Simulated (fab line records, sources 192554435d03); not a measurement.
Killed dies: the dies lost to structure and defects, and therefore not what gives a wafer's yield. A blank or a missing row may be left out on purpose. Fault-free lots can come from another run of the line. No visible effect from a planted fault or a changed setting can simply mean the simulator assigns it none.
What tool caused it? :: flow n5Finfet :: 11 lots with 33 wafers sampled at 5 steps, on a route of 1938 steps

== WHAT THE GAUGES READ, wafer by wafer ==
N5_BEOL_M15_OVL_MEAS_29.
lot: L842
measured: day 12 03:08
on: overlay-01
M15_OVL (nm): 2 -4 -4

lot: L843
measured: day 12 05:34
on: overlay-01
M15_OVL (nm): 3 5 2

lot: L844
measured: day 12 17:45
on: overlay-01
M15_OVL (nm): 7 11 4

lot: L845
measured: day 13 05:15
on: overlay-02
M15_OVL (nm): 6 2 5

lot: L847
measured: day 13 11:07
on: overlay-02
M15_OVL (nm): 3 9 4

lot: L848
measured: day 13 19:55
on: overlay-02
M15_OVL (nm): 5 4 4

lot: L857
measured: day 16 13:02
on: overlay-02
M15_OVL (nm): 1 1 -6

lot: L858
measured: day 17 03:46
on: overlay-01
M15_OVL (nm): -2 -8 -3

lot: L856
measured: day 17 05:02
on: overlay-02
M15_OVL (nm): -5 0 -8

lot: L860
measured: day 17 16:59
on: overlay-02
M15_OVL (nm): 15 12 8

lot: L861
measured: day 18 08:32
on: overlay-02
M15_OVL (nm): -9 -2 1

N5_BEOL_M15_RS_MEAS_54: the measuring method here is four-point-probe.
lot: L842
measured: day 12 10:46
on: filmMetro-02
M15_RS (ohm/sq): 0.0215 0.0210 0.0209

lot: L843
measured: day 12 10:07
on: filmMetro-02
M15_RS (ohm/sq): 0.0218 0.0214 0.0222

lot: L844
measured: day 12 22:09
on: filmMetro-01
M15_RS (ohm/sq): 0.0216 0.0213 0.0218

lot: L845
measured: day 13 08:37
on: filmMetro-01
M15_RS (ohm/sq): 0.0213 0.0216 0.0215

lot: L847
measured: day 13 15:19
on: filmMetro-02
M15_RS (ohm/sq): 0.0224 0.0218 0.0218

lot: L848
measured: day 13 22:41
on: filmMetro-01
M15_RS (ohm/sq): 0.0219 0.0219 0.0215

lot: L857
measured: day 16 19:30
on: filmMetro-01
M15_RS (ohm/sq): 0.0223 0.0219 0.0220

lot: L858
measured: day 17 06:35
on: filmMetro-01
M15_RS (ohm/sq): 0.0223 0.0219 0.0214

lot: L856
measured: day 17 10:44
on: filmMetro-02
M15_RS (ohm/sq): 0.0220 0.0212 0.0213

lot: L860
measured: day 17 21:54
on: filmMetro-02
M15_RS (ohm/sq): 0.0207 0.0213 0.0209

lot: L861
measured: day 18 12:01
on: filmMetro-01
M15_RS (ohm/sq): 0.0216 0.0207 0.0211

N5_MIM_TOP_LITHO_INSPECT_12: inspects for defects (macro).
lot: L842
measured: day 12 17:28
on: defectInspect-02
rawDefectCount: 3 3 3

lot: L843
measured: day 12 17:22
on: defectInspect-02
rawDefectCount: 2 1 2

lot: L844
measured: day 13 02:44
on: defectInspect-02
rawDefectCount: 5 0 1

lot: L845
measured: day 13 11:55
on: defectInspect-01
rawDefectCount: 276 259 >300

lot: L847
measured: day 13 18:02
on: defectInspect-02
rawDefectCount: 297 295 272

lot: L848
measured: day 14 02:08
on: defectInspect-01
rawDefectCount: 283 287 279

lot: L857
measured: day 16 22:00
on: defectInspect-02
rawDefectCount: 1 2 4

lot: L858
measured: day 17 10:20
on: defectInspect-02
rawDefectCount: 3 0 3

lot: L856
measured: day 17 17:11
on: defectInspect-01
rawDefectCount: 2 2 4

lot: L860
measured: day 18 02:32
on: defectInspect-02
rawDefectCount: 1 2 2

lot: L861
measured: day 18 15:43
on: defectInspect-02
rawDefectCount: 1 2 2

== TOOL THAT RAN EACH LOT (tool first, then ch and the chambers of the sampled wafers, then the start) ==
lot: L842
N5_BEOL_M15_PRE_CLEAN_42: pvdSputter-01, day 12 09:13
N5_PASSIVATION_PECVD_00: pecvd-04 ch 0,2, day 12 11:47

lot: L843
N5_BEOL_M15_PRE_CLEAN_42: pvdSputter-01, day 12 08:49
N5_PASSIVATION_PECVD_00: pecvd-04 ch 0,1,2, day 12 11:08

lot: L844
N5_BEOL_M15_PRE_CLEAN_42: pvdSputter-02, day 12 20:14
N5_PASSIVATION_PECVD_00: pecvd-04 ch 1,2, day 12 23:10

lot: L845
N5_BEOL_M15_PRE_CLEAN_42: pvdSputter-01, day 13 07:20
N5_PASSIVATION_PECVD_00: pecvd-04 ch 0,1, day 13 10:02

lot: L847
N5_BEOL_M15_PRE_CLEAN_42: pvdSputter-01, day 13 14:02
N5_PASSIVATION_PECVD_00: pecvd-04 ch 0,1,2, day 13 16:20

lot: L848
N5_BEOL_M15_PRE_CLEAN_42: pvdSputter-03, day 13 21:23
N5_PASSIVATION_PECVD_00: pecvd-04 ch 0,1, day 13 23:43

lot: L857
N5_BEOL_M15_PRE_CLEAN_42: pvdSputter-03, day 16 18:01
N5_PASSIVATION_PECVD_00: pecvd-04 ch 0,1,2, day 16 20:31

lot: L858
N5_BEOL_M15_PRE_CLEAN_42: pvdSputter-02, day 17 05:10
N5_PASSIVATION_PECVD_00: pecvd-04 ch 0,2, day 17 07:36

lot: L856
N5_BEOL_M15_PRE_CLEAN_42: pvdSputter-01, day 17 08:53
N5_PASSIVATION_PECVD_00: pecvd-01 ch 0,2, day 17 11:46

lot: L860
N5_BEOL_M15_PRE_CLEAN_42: pvdSputter-03, day 17 19:47
N5_PASSIVATION_PECVD_00: pecvd-01 ch 0,2, day 17 22:55

lot: L861
N5_BEOL_M15_PRE_CLEAN_42: pvdSputter-01, day 18 10:43
N5_PASSIVATION_PECVD_00: pecvd-04 ch 0,2, day 18 13:02
- N5_BEOL_M15_PRE_CLEAN_42: time 30 s.
- N5_PASSIVATION_PECVD_00: deposits SiO2 from SiH4/N2O, target thk 200 nm, time 11.2 s.

== AS READ BY THE TOOLS THEMSELVES (means over the sampled wafers that have a number; for cases with no such wafer, the mark the record gives instead) ==
N5_BEOL_M15_PRE_CLEAN_42.
lot: L842
tool: pvdSputter-01
heaterPowerW (W): 460

lot: L843
tool: pvdSputter-01
heaterPowerW (W): 417

lot: L844
tool: pvdSputter-02
heaterPowerW (W): 495

lot: L845
tool: pvdSputter-01
heaterPowerW (W): 419

lot: L847
tool: pvdSputter-01
heaterPowerW (W): 425

lot: L848
tool: pvdSputter-03
heaterPowerW (W): 451

lot: L857
tool: pvdSputter-03
heaterPowerW (W): 477

lot: L858
tool: pvdSputter-02
heaterPowerW (W): 481

lot: L856
tool: pvdSputter-01
heaterPowerW (W): 421

lot: L860
tool: pvdSputter-03
heaterPowerW (W): 466

lot: L861
tool: pvdSputter-01
heaterPowerW (W): 425

N5_PASSIVATION_PECVD_00.
lot: L842
tool: pecvd-04
heaterPowerW (W): 709
showerheadPlenumPTorr (Torr): 8.10
throttleValvePct (%): 52

lot: L843
tool: pecvd-04
heaterPowerW (W): 662
showerheadPlenumPTorr (Torr): 8.14
throttleValvePct (%): 52

lot: L844
tool: pecvd-04
heaterPowerW (W): 659
showerheadPlenumPTorr (Torr): 8.12
throttleValvePct (%): 49

lot: L845
tool: pecvd-04
heaterPowerW (W): 649
showerheadPlenumPTorr (Torr): 8.16
throttleValvePct (%): 52

lot: L847
tool: pecvd-04
heaterPowerW (W): 660
showerheadPlenumPTorr (Torr): 8.13
throttleValvePct (%): 53

lot: L848
tool: pecvd-04
heaterPowerW (W): 595
showerheadPlenumPTorr (Torr): 8.12
throttleValvePct (%): 56

lot: L857
tool: pecvd-04
heaterPowerW (W): 642
showerheadPlenumPTorr (Torr): 8.13
throttleValvePct (%): 52

lot: L858
tool: pecvd-04
heaterPowerW (W): 630
showerheadPlenumPTorr (Torr): 8.09
throttleValvePct (%): 52

lot: L856
tool: pecvd-01
heaterPowerW (W): 685
showerheadPlenumPTorr (Torr): 8.04
throttleValvePct (%): 50

lot: L860
tool: pecvd-01
heaterPowerW (W): 868
showerheadPlenumPTorr (Torr): 8.05
throttleValvePct (%): 53

lot: L861
tool: pecvd-04
heaterPowerW (W): 665
showerheadPlenumPTorr (Torr): 8.08
throttleValvePct (%): 56

== THE ANSWER, worked out from the rows above alone ==
Rule: what is usual is taken from the lots themselves. Put in order of their means at a reading, lots are off if they are a third of the lots or fewer, leave a main group of 4 or more, and stand apart from it by a gap of 3 or more times the standard deviation of the main group's means; of several such gaps the widest counts. If all means in a main group match to the digits the tables above print for the reading, that group is not used. Also off: a lot with no number at a reading for which 4 or more lots have one. Any other lot the step has rows for is counted as sound. First the gauges in route order, then the tools' own readings, where a lot's mean is used as printed above. The first step at which some lot is off is used, and at that step the reading that is off furthest; a lot without a number counts as furthest.
Off at N5_MIM_TOP_LITHO_INSPECT_12 (rawDefectCount): L845, L847, L848. For the main group the mean is 2.1 and the standard deviation 0.47.
A tool fits if, at a process step before that reading, it ran every lot that is off, and no sound lot after the first of them. The gauges at N5_MIM_TOP_LITHO_INSPECT_12 are tried like those tools. Not one of the candidates tried fits.

== WHAT THE SIMULATOR HAD PUT IN ==
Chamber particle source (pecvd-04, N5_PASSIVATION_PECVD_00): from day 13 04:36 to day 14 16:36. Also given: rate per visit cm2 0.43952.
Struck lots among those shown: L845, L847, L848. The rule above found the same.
